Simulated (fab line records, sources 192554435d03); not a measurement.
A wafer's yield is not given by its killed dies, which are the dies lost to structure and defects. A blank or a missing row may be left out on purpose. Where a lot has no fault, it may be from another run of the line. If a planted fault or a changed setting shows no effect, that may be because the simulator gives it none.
fab line records    flow n5-finfet
record: lots: 6  wafers: 18  last-day: 19
route steps=1938 shown BEOL_M5@1118 PASSIVATION@1936
lots that met no fault: from a run of the same line without faults
start-h: hours from the record's opening day to when the first of the lot's shown wafers began    wait-h: time in hours since the lot's previous step    " as in the row above    L1.1+2: a single row standing in for several wafers    - no value, or no start given    * or withheld: withheld    < > ~ a bound
route shown NAME@n: names a module that has steps shown in the file, with the first one's number in the route    usual: mean/standard deviation of fault-free wafers    same: alike in all rows    chamber/n: place in a boat    sites: the reading at each site    _std_site: standard deviation of those values    _edge_site: outer sites' mean less inner sites'    radius-mm: how far each site lies from the wafer's centre    mask NAME#n: copy n    behind: the most recent tool/chamber to have shaped the wafer    hold: why the lot went on hold/how many hours it stayed there/how the hold came to an end    device: which transistor (n, p or np) failed to switch    end of line: tests of these same wafers at the route's end    a step given without rows: its recipe and nothing more    killed: the dies lost at the first sort to structure and to defects; this is not the yield of the wafer    map: shows each die of a wafer: x if killed, . if not, _ if none is there
set.NAME: the run value of the setting; set.NAME@STEP: its run value at that earlier step    model.NAME: the simulator's own value behind a step, which no gauge read
a table for each step, a row for each wafer; lots at some steps of the route
services: a tool's chamber out of use, with start hour (start-h, from the record's first day; less than 0 if before it), hours out, and reason
== steps ==
step: N5_BEOL_M5_COAT_60
recipe: resist: SiARC  temp-c: 220  time-s: 60  spin-rpm: 1500  resist-thk-nm: 12
step: N5_BEOL_M5_COAT_71
recipe: resist: underlayer  temp-c: 205  time-s: 60  spin-rpm: 1500  resist-thk-nm: 5
step: N5_BEOL_M5_COAT_05
recipe: resist: CAR-EUV  spin-rpm: 1500  resist-thk-nm: 30
step: N5_BEOL_M5_EBR_07
recipe: solvent: PGMEA  ebr-width-mm: 1.5
step: N5_BEOL_M5_SOFTBAKE_06
recipe: temp-c: 110  time-s: 60  resist: CAR-EUV
step: N5_BEOL_M5_EXPOSE_08
recipe: mask-id: M5  na: 0.33  source-shape: annular  sigma-inner: 0.4  sigma-outer: 0.8  polarization: unpolarized  target-cd-nm: 28  dose-mj: 35.75
step: N5_BEOL_M5_PEB_09
recipe: peb-temp-c: 100  peb-time-s: 60  resist: CAR-EUV
step: N5_BEOL_M5_DEVELOP_10
recipe: develop-time-s: 30  developer: TMAH  resist: CAR-EUV  rinse-liquid: surfactant-rinse  dry: air-spin  dev-temp-c: 23
step: N5_BEOL_M5_CD_MEAS_11
recipe: target-cd-nm: 27.74  landing-energy-ev: 500  detector: se-inlens
usual: cd-nm: 28.06/0.26
same: landing-energy-ev: 500
lot.wafer  tool       chamber  start-h  wait-h  cd-nm
L713.1     cd-sem-02  0        215.98   -       27.95
L713.5     "          0        "        "       27.55
L713.6     "          0        "        "       27.80
L719.2     cd-sem-02  0        224.30   -       28.47
L719.3     "          0        "        "       28.38
L719.5     "          0        "        "       27.96
L721.1     cd-sem-03  0        231.76   -       28.01
L721.4     "          0        "        "       28.29
L721.5     "          0        "        "       28.03
L723.3     cd-sem-02  0        246.48   -       28.10
L723.4     "          0        "        "       28.03
L723.6     "          0        "        "       28.30
L731.2     cd-sem-02  0        353.80   -       28.12
L731.3     "          0        "        "       28.13
L731.6     "          0        "        "       27.98
L732.1     cd-sem-02  0        354.26   -       27.77
L732.2     "          0        "        "       28.21
L732.5     "          0        "        "       27.79
step: N5_BEOL_M5_OVL_MEAS_12
recipe: points-per-wafer: 522
usual: M5_OVL: 0.1/0.64
lot.wafer  tool        chamber  start-h  wait-h  M5_OVL[nm]
L713.1     overlay-01  0        216.01   0.0     -0.7
L713.5     "           0        "        "       -1.0
L713.6     "           0        "        "       -0.2
L719.2     overlay-01  0        224.33   0.0     0.2
L719.3     "           0        "        "       0.4
L719.5     "           0        "        "       -0.3
L721.1     overlay-01  0        231.80   0.0     0.7
L721.4     "           0        "        "       0.3
L721.5     "           0        "        "       1.0
L723.3     overlay-01  0        246.52   0.0     0.0
L723.4     "           0        "        "       0.5
L723.6     "           0        "        "       0.5
L731.2     overlay-01  0        353.83   0.0     -0.5
L731.3     "           0        "        "       1.3
L731.6     "           0        "        "       0.6
L732.1     overlay-02  0        354.29   0.0     0.0
L732.2     "           0        "        "       -0.5
L732.5     "           0        "        "       0.1
step: N5_BEOL_M5_INSPECT_13
recipe: mode: adi  inspect-instrument: brightfield
usual: raw-defect-count: 407/90
lot.wafer  tool               chamber  start-h  wait-h  raw-defect-count
L713.1     defect-inspect-01  -        216.07   0.1     454
L713.5     "                  -        "        "       398
L713.6     "                  -        "        "       400
L719.2     defect-inspect-02  -        224.38   0.0     408
L719.3     "                  -        "        "       365
L719.5     "                  -        "        "       448
L721.1     defect-inspect-02  -        231.85   0.1     480
L721.4     "                  -        "        "       362
L721.5     "                  -        "        "       601
L723.3     defect-inspect-01  -        246.57   0.0     404
L723.4     "                  -        "        "       378
L723.6     "                  -        "        "       490
L731.2     defect-inspect-01  -        353.88   0.0     383
L731.3     "                  -        "        "       367
L731.6     "                  -        "        "       450
L732.1     defect-inspect-01  -        354.35   0.1     361
L732.2     "                  -        "        "       414
L732.5     "                  -        "        "       397
step: N5_BEOL_M5_DESCUM_16
recipe: chemistry: O2  time-s: 7  source-power-w: 50  bias-power-w: 20  pressure-mtorr: 20  rf-frequency-hz: 2.712e+07  temp-c: 40  resist: CAR-EUV  o2-flow-sccm: 225
usual: drypump-motor-current-A: 5.5/0.33  oes-product-au: 0.79/0.093  rf-fwd-power-W: 49.30/0.2  rf-vpp-V: 243.1/1.5  showerhead-plenum-p-Torr: 2.09/0.08  throttle-valve-pct: 20.4/0.32
lot.wafer  tool         chamber  start-h  wait-h  drypump-motor-current-A  oes-product-au  rf-fwd-power-W  rf-hours-counter-h  rf-vpp-V  showerhead-plenum-p-Torr  throttle-valve-pct
L713.1     rie-diel-01  3        216.10   0.0     5.5                      0.87            49.37           52                  245.1     2.24                      20.7
L713.5     "            1        "        "       5.6                      0.68            49.47           -                   243.0     2.14                      20.7
L713.6     "            2        "        "       5.7                      0.75            49.32           -                   242.4     2.09                      20.5
L719.2     rie-diel-05  3        224.61   0.2     5.0                      0.72            49.18           197                 242.8     2.00                      21.0
L719.3     "            0        "        "       5.3                      0.94            49.40           30                  246.3     2.20                      20.1
L719.5     "            2        "        "       5.5                      0.68            49.45           -                   242.9     2.08                      20.6
L721.1     rie-diel-05  3        231.89   0.0     5.0                      0.72            49.33           199                 242.0     2.00                      21.0
L721.4     "            0        "        "       5.4                      0.93            49.15           32                  245.8     2.20                      20.1
L721.5     "            2        "        "       5.5                      0.68            49.13           -                   242.4     2.08                      20.6
L723.3     rie-diel-01  0        246.62   0.0     5.2                      0.95            49.70           -                   245.2     2.14                      20.0
L723.4     "            3        "        "       5.6                      0.85            49.34           -                   245.6     2.24                      20.7
L723.6     "            3        "        "       5.5                      0.87            49.31           -                   244.5     2.24                      20.7
L731.2     rie-diel-05  0        354.22   0.3     5.4                      0.89            49.06           70                  245.5     2.19                      20.1
L731.3     "            1        "        "       5.6                      0.71            49.33           221                 242.6     2.07                      20.6
L731.6     "            3        "        "       5.0                      0.69            49.27           -                   242.0     1.98                      21.0
L732.1     rie-diel-05  1        354.45   0.1     5.6                      0.71            49.36           221                 241.0     2.07                      20.6
L732.2     "            2        "        "       5.5                      0.91            49.15           16                  241.7     2.07                      20.3
L732.5     "            3        "        "       5.1                      0.69            49.32           -                   242.4     1.98                      21.0
step: N5_BEOL_M5_ETCH_72
recipe: chemistry: N2/H2  target: underlayer  target-depth-a: 65  mask-material: CAR-EUV  time-s: 5.2  ion-energy-ev: 200  pressure-mtorr: 30  source-w: 840  bias-w: 150  n2-flow-sccm: 200  h2-flow-sccm: 200  ends: cleared
usual: drypump-motor-current-A: 5.5/0.33  etch-rf-on-time-s: 5.23/0.23  oes-product-au: 0.67/0.078  rf-fwd-power-W: 819.2/2.4  rf-vpp-V: 523.8/2.9  showerhead-plenum-p-Torr: 2.54/0.1  throttle-valve-pct: 17.9/0.37
lot.wafer  tool         chamber  start-h  wait-h  drypump-motor-current-A  etch-rf-on-time-s  oes-product-au  rf-fwd-power-W  rf-hours-counter-h  rf-vpp-V  showerhead-plenum-p-Torr  throttle-valve-pct
L713.1     rie-diel-01  3        216.13   0.0     5.6                      5.41               0.74            819.1           52                  526.5     2.73                      18.2
L713.5     "            1        "        "       5.6                      5.71               0.55            819.5           -                   526.1     2.59                      18.0
L713.6     "            2        "        "       5.7                      5.05               0.66            819.4           -                   524.9     2.56                      18.0
L719.2     rie-diel-05  3        224.64   0.0     5.1                      5.44               0.60            820.7           197                 518.2     2.43                      18.5
L719.3     "            0        "        "       5.4                      4.77               0.82            818.0           30                  527.6     2.71                      17.6
L719.5     "            2        "        "       5.5                      5.24               0.58            824.9           -                   523.1     2.49                      17.9
L721.1     rie-diel-05  3        231.92   0.0     5.0                      5.42               0.60            818.1           199                 521.5     2.42                      18.5
L721.4     "            0        "        "       5.4                      4.77               0.82            819.1           32                  525.5     2.71                      17.7
L721.5     "            2        "        "       5.5                      5.16               0.58            819.0           -                   522.4     2.49                      17.9
L723.3     rie-diel-01  0        246.66   0.0     5.2                      5.47               0.79            819.6           -                   525.9     2.58                      17.2
L723.4     "            3        "        "       5.6                      5.32               0.72            820.4           -                   527.8     2.73                      18.2
L723.6     "            3        "        "       5.6                      5.33               0.72            822.7           -                   524.6     2.73                      18.3
L731.2     rie-diel-05  0        354.26   0.0     5.3                      4.72               0.78            816.2           70                  526.7     2.69                      17.7
L731.3     "            1        "        "       5.7                      5.36               0.59            821.2           221                 524.1     2.50                      17.8
L731.6     "            3        "        "       5.0                      6.84               0.52            620.3           -                   567.4     2.41                      18.6
L732.1     rie-diel-05  1        354.49   0.0     5.6                      5.47               0.59            819.0           221                 523.9     2.50                      17.8
L732.2     "            2        "        "       5.5                      5.04               0.79            823.9           16                  522.6     2.48                      17.5
L732.5     "            3        "        "       5.0                      6.95               0.52            617.6           -                   569.2     2.41                      18.6
step: N5_BEOL_M5_ETCH_61
recipe: chemistry: CF4  target: SiARC  target-depth-a: 156  mask-material: CAR-EUV  time-s: 26  ion-energy-ev: 80  pressure-mtorr: 40  source-w: 545  bias-w: 36  Ar_flow_sccm: 100  cf4-flow-sccm: 100  ends: cleared
usual: drypump-motor-current-A: 5.5/0.33  etch-rf-on-time-s: 26.2/1.2  oes-product-au: 0.67/0.076  rf-fwd-power-W: 532.2/1.9  rf-vpp-V: 183.9/1.3  showerhead-plenum-p-Torr: 2.14/0.078  throttle-valve-pct: 15.67/0.29
lot.wafer  tool         chamber  start-h  wait-h  drypump-motor-current-A  etch-rf-on-time-s  oes-product-au  rf-fwd-power-W  rf-hours-counter-h  rf-vpp-V  showerhead-plenum-p-Torr  throttle-valve-pct
L713.1     rie-diel-01  3        216.15   0.0     5.6                      26.9               0.72            533.3           52                  186.4     2.26                      15.61
L713.5     "            1        "        "       5.6                      28.7               0.56            531.6           -                   184.0     2.18                      15.91
L713.6     "            2        "        "       5.7                      25.2               0.66            533.1           -                   184.6     2.16                      15.81
L719.2     rie-diel-05  3        224.66   0.0     5.0                      27.0               0.61            532.5           197                 184.4     2.06                      16.18
L719.3     "            0        "        "       5.3                      24.0               0.82            531.1           30                  186.1     2.28                      15.46
L719.5     "            2        "        "       5.5                      26.0               0.58            532.6           -                   183.3     2.12                      15.81
L721.1     rie-diel-05  3        231.94   0.0     5.0                      27.2               0.61            534.1           199                 182.4     2.06                      16.17
L721.4     "            0        "        "       5.3                      24.4               0.81            531.7           32                  184.2     2.28                      15.45
L721.5     "            2        "        "       5.5                      25.8               0.58            533.2           -                   183.6     2.12                      15.83
L723.3     rie-diel-01  0        246.69   0.0     5.2                      27.2               0.79            534.6           -                   184.7     2.20                      15.16
L723.4     "            3        "        "       5.6                      26.5               0.71            533.3           -                   184.9     2.26                      15.64
L723.6     "            3        "        "       5.5                      26.6               0.72            534.8           -                   185.0     2.26                      15.64
L731.2     rie-diel-05  0        354.28   0.0     5.4                      23.8               0.77            532.0           70                  185.0     2.26                      15.51
L731.3     "            1        "        "       5.6                      26.9               0.59            531.8           221                 182.9     2.12                      15.84
L731.6     "            3        "        "       5.0                      27.5               0.58            534.8           -                   183.0     2.05                      16.25
L732.1     rie-diel-05  1        354.50   0.0     5.6                      27.1               0.60            530.6           221                 184.0     2.12                      15.84
L732.2     "            2        "        "       5.5                      25.1               0.80            532.6           16                  183.7     2.11                      15.38
L732.5     "            3        "        "       5.1                      27.5               0.58            532.3           -                   182.3     2.05                      16.23
step: N5_PASSIVATION_PROBE_49
usual: defect-limited-yield: 91.2/1.5  killed_at_M0_to_M3: 35/12  killed_at_M4_up: 14/5.1  killed-at-contacts: 13/6  killed-at-front-end: 38/12  killed-at-other: 4/3.5  killed-dies: 104/18  killed-on-rim: 13/3.7  killed-open: 68/13  killed-short: 33/8.1  sort_bin_5_function: 5.2/1  sort_bin_6_memory: 3.2/0.69  sort_bin_8_speed: 0.01/0.051  sort-n-pass: 1076/18
same: gross-dies: 1180  killed-at-back-side: 0  sort_bin_4_leakage[%]: 0
lot.wafer  tool       chamber  start-h  wait-h  defect-limited-yield[%]  killed_at_M0_to_M3  killed_at_M4_up  killed-at-contacts  killed-at-front-end  killed-at-other  killed-dies  killed-on-rim  killed-open  killed-short  sort_bin_5_function[%]  sort_bin_6_memory[%]  sort_bin_8_speed[%]  sort-n-pass
L713.1     prober-02  -        329.60   0.0     90.8                     34                  16               12                  45                   1                108          13             80           26            5.0                     3.7                   0                    1072
L713.5     prober-02  -        329.80   0.2     89.1                     48                  17               11                  53                   0                129          19             87           40            5.7                     5.0                   0                    1051
L713.6     prober-02  -        329.85   0.3     90.3                     41                  14               13                  47                   0                115          14             77           38            5.1                     4.0                   0                    1065
L721.1     prober-01  -        332.45   0.0     89.7                     54                  12               19                  31                   5                121          15             87           32            6.4                     3.6                   0                    1059
L721.4     prober-01  -        332.60   0.2     90.3                     53                  12               16                  30                   4                115          13             71           40            5.5                     3.5                   0                    1065
L721.5     prober-01  -        332.65   0.2     88.5                     57                  30               12                  34                   3                136          15             80           45            6.4                     3.8                   0                    1044
L719.2     prober-01  -        333.35   0.1     87.0                     44                  12               15                  79                   3                153          24             98           36            6.8                     4.9                   0                    1027
L719.3     prober-01  -        333.40   0.1     91.1                     39                  8                12                  44                   2                105          15             69           33            5.4                     3.3                   0                    1075
L719.5     prober-01  -        333.50   0.2     91.6                     28                  8                18                  42                   3                99           14             58           40            5.1                     2.8                   0                    1081
L723.3     prober-01  -        356.85   0.1     91.4                     23                  24               14                  29                   11               101          15             70           31            5.2                     3.3                   0                    1079
L723.4     prober-01  -        356.90   0.2     91.1                     36                  16               13                  29                   11               105          17             65           31            5.1                     2.7                   0                    1075
L723.6     prober-01  -        357.00   0.3     91.8                     38                  16               14                  25                   4                97           12             72           25            4.7                     3.1                   0                    1083
L731.2     prober-02  -        453.84   0.1     92.4                     18                  21               13                  30                   8                90           16             60           23            4.5                     2.4                   0.59                 1090
L731.3     prober-02  -        453.89   0.1     92.6                     27                  9                10                  30                   11               87           6              64           23            3.5                     3.8                   0                    1093
L731.6     prober-02  -        454.04   0.3     93.1                     22                  18               11                  25                   6                82           10             61           21            4.2                     2.5                   0                    1098
L732.1     prober-02  -        460.70   0.0     91.2                     27                  15               15                  45                   2                104          15             56           47            5.3                     3.1                   0                    1076
L732.2     prober-02  -        460.75   0.1     90.0                     30                  21               7                   58                   2                118          19             78           39            5.3                     4.2                   0                    1062
L732.5     prober-02  -        460.90   0.2     89.5                     29                  8                8                   78                   1                124          17             73           43            5.4                     4.0                   0                    1056
killed by level:class
L713.1 BEOL_M2:geometric-particle:open=11 MOL_CONTACT_COAG:geometric-particle:open=11 FIN_SAQP:geometric-particle:open=7 STI_FIN_REVEAL:geometric-particle:open=7 FIN_SAQP:geometric-particle:short=5 DUMMY_GATE:geometric-particle:open=5 BEOL_M0:geometric-particle:open=5 ILD0:geometric-particle:open=4
L713.5 DUMMY_GATE:geometric-particle:open=12 BEOL_M3:geometric-particle:open=10 MOL_CONTACT_COAG:geometric-particle:open=10 FIN_SAQP:geometric-particle:open=9 STI_FIN_REVEAL:geometric-particle:open=9 BEOL_M2:geometric-particle:open=7 BEOL_M1:geometric-particle:open=6 BEOL_M0_SAQP:geometric-particle:open=6
L713.6 STI_FIN_REVEAL:geometric-particle:open=10 MOL_CONTACT_COAG:geometric-particle:open=10 BEOL_M4:geometric-particle:open=9 FIN_SAQP:geometric-particle:short=8 BEOL_M2:geometric-particle:open=8 DUMMY_GATE:geometric-particle:open=7 BEOL_M0:geometric-particle:open=7 BEOL_M0:geometric-particle:short=6
L721.1 MOL_CONTACT_COAG:geometric-particle:open=17 BEOL_M0_SAQP:geometric-particle:open=16 BEOL_M0_SAQP:geometric-particle:short=13 BEOL_M2:geometric-particle:open=11 BEOL_M3:geometric-particle:open=7 FIN_SAQP:geometric-particle:short=6 FIN_SAQP:geometric-particle:open=5 BEOL_M4:geometric-particle:open=4
L721.4 BEOL_M0_SAQP:geometric-particle:short=19 MOL_CONTACT_COAG:geometric-particle:open=13 BEOL_M1:geometric-particle:open=10 BEOL_M0_SAQP:geometric-particle:open=9 BEOL_M2:geometric-particle:open=8 FIN_SAQP:geometric-particle:open=6 FIN_SAQP:geometric-particle:short=6 BEOL_M4:geometric-particle:open=4
L721.5 BEOL_M0_SAQP:geometric-particle:short=16 BEOL_M4:geometric-particle:open=15 BEOL_M1:geometric-particle:open=15 BEOL_M0_SAQP:geometric-particle:open=13 MOL_CONTACT_COAG:geometric-particle:open=9 HKMG_FIN:area-etch=8 FIN_SAQP:geometric-particle:open=7 BEOL_M2:geometric-particle:open=6
L719.2 FIN_SAQP:geometric-particle:open=23 BEOL_M2:geometric-particle:open=18 MOL_CONTACT_COAG:geometric-particle:open=13 FIN_SAQP:geometric-particle:short=10 HKMG_FIN:area-etch=9 FIN_CUT:area-etch=9 BEOL_M1:geometric-particle:open=8 GATE_CUT:geometric-particle:short=7
L719.3 FIN_SAQP:geometric-particle:open=11 BEOL_M0_SAQP:geometric-particle:short=10 MOL_CONTACT_COAG:geometric-particle:open=9 BEOL_M0_SAQP:geometric-particle:open=7 BEOL_M2:geometric-particle:open=7 STI_FIN_REVEAL:geometric-particle:open=6 BEOL_M1:geometric-particle:open=6 STARTING-WAFER:geometric-particle:short=5
L719.5 FIN_SAQP:geometric-particle:short=14 MOL_CONTACT_COAG:geometric-particle:open=14 FIN_SAQP:geometric-particle:open=9 BEOL_M2:geometric-particle:open=9 MOL_CONTACT_COAG:geometric-particle:short=4 BEOL_M0_SAQP:geometric-particle:short=4 BEOL_M1:geometric-particle:open=4 BEOL_M2:geometric-particle:short=4
L723.3 BEOL_M4:geometric-particle:open=12 STI_FIN_REVEAL:geometric-particle:open=11 MOL_CONTACT_COAG:geometric-particle:open=11 BEOL_M1:geometric-particle:open=10 MIM_TOP:geometric-particle:short=7 FIN_SAQP:geometric-particle:short=4 DUMMY_GATE:geometric-particle:open=4 BEOL_M2:geometric-particle:open=4
L723.4 BEOL_M2:geometric-particle:open=16 MOL_CONTACT_COAG:geometric-particle:open=12 BEOL_M4:geometric-particle:open=12 HKMG_FIN:area-etch=9 BEOL_M0_SAQP:geometric-particle:short=4 BEOL_M1:geometric-particle:open=4 BEOL_M3:geometric-particle:open=4 FIN_SAQP:geometric-particle:short=3
L723.6 MOL_CONTACT_COAG:geometric-particle:open=12 BEOL_M2:geometric-particle:open=12 BEOL_M4:geometric-particle:open=9 BEOL_M0_SAQP:geometric-particle:open=8 STI_FIN_REVEAL:geometric-particle:open=7 BEOL_M3:geometric-particle:open=5 DUMMY_GATE:geometric-particle:open=4 STARTING-WAFER:geometric-particle:open=4
L731.2 MOL_CONTACT_COAG:geometric-particle:open=12 FIN_SAQP:geometric-particle:open=7 BEOL_M4:area-ecd=7 BEOL_M4:geometric-particle:open=6 ILD0:geometric-particle:open=5 STI_FIN_REVEAL:geometric-particle:open=4 BEOL_M2:geometric-particle:open=4 BEOL_M3:geometric-particle:open=4
L731.3 STI_FIN_REVEAL:geometric-particle:open=12 MOL_CONTACT_COAG:geometric-particle:open=10 BEOL_M0_SAQP:geometric-particle:open=6 BEOL_M1:geometric-particle:open=6 BEOL_M4:geometric-particle:open=6 PASS1_CAP:geometric-particle:short=5 BEOL_M0_SAQP:geometric-particle:short=4 BEOL_M2:geometric-particle:open=4
L731.6 BEOL_M4:geometric-particle:open=12 MOL_CONTACT_COAG:geometric-particle:open=10 FIN_SAQP:geometric-particle:open=6 BEOL_M0_SAQP:geometric-particle:open=6 BEOL_M2:geometric-particle:open=5 DUMMY_GATE:geometric-particle:open=4 STARTING-WAFER:geometric-particle:short=4 BEOL_M1:geometric-particle:short=3
L732.1 FIN_SAQP:geometric-particle:short=13 MOL_CONTACT_COAG:geometric-particle:open=9 BEOL_M4:geometric-particle:open=7 BEOL_M2:geometric-particle:open=6 DUMMY_GATE:geometric-particle:open=6 MOL_CONTACT_COAG:geometric-particle:short=6 BEOL_M0_SAQP:geometric-particle:short=6 BEOL_M0_SAQP:geometric-particle:open=6
L732.2 FIN_SAQP:geometric-particle:short=20 FIN_SAQP:geometric-particle:open=11 BEOL_M3:geometric-particle:open=11 BEOL_M2:geometric-particle:open=10 STI_FIN_REVEAL:geometric-particle:open=7 GATE_CUT:geometric-particle:open=5 MOL_CONTACT_COAG:geometric-particle:open=5 BEOL_M4:geometric-particle:open=5
L732.5 FIN_SAQP:geometric-particle:short=19 FIN_SAQP:geometric-particle:open=13 STI_FIN_REVEAL:geometric-particle:open=12 BEOL_M0_SAQP:geometric-particle:open=9 MOL_CONTACT_COAG:geometric-particle:open=7 HKMG_FIN:area-etch=7 BEOL_M0_SAQP:geometric-particle:short=6 BEOL_M2:geometric-particle:open=6
== services ==
tool         chamber  start-h  hours  kind
rie-diel-01  1        228.89   -      clean
rie-diel-01  1        228.89   -      consumable-replace:focus-ring
rie-diel-01  1        228.89   18.5   scheduled-down
rie-diel-01  1        228.89   18.5   vent-cycle
rie-diel-01  2        245.04   7.4    repair
rie-diel-05  2        269.89   -      clean
rie-diel-05  2        269.89   -      consumable-replace:focus-ring
rie-diel-05  2        269.89   29.1   scheduled-down
rie-diel-05  2        269.89   29.1   vent-cycle
== key ==
first-sign: step: N5_BEOL_M5_ETCH_72  reading: rf-fwd-power-W  direction: down  sigmas: 84  usual: *  struck: *
effect: step: N5_BEOL_M5_ETCH_72  reading: rf-vpp-V  direction: up  sigmas: 15  usual: 523.8  struck: 568.3
met-at N5_BEOL_M5_ETCH_72
struck-wafers L731.6,L732.5
onset-between 231.92 354.26
fault: kind: process-parameter-drift  tool: rie-diel-05  chamber: 3  onset-h: 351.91  steps: N5_BEOL_M5_ETCH_72  channel: source-w  offset: -201.6  shape: step  end-h: 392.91  acts-in: these-recipes-only  stated: 840
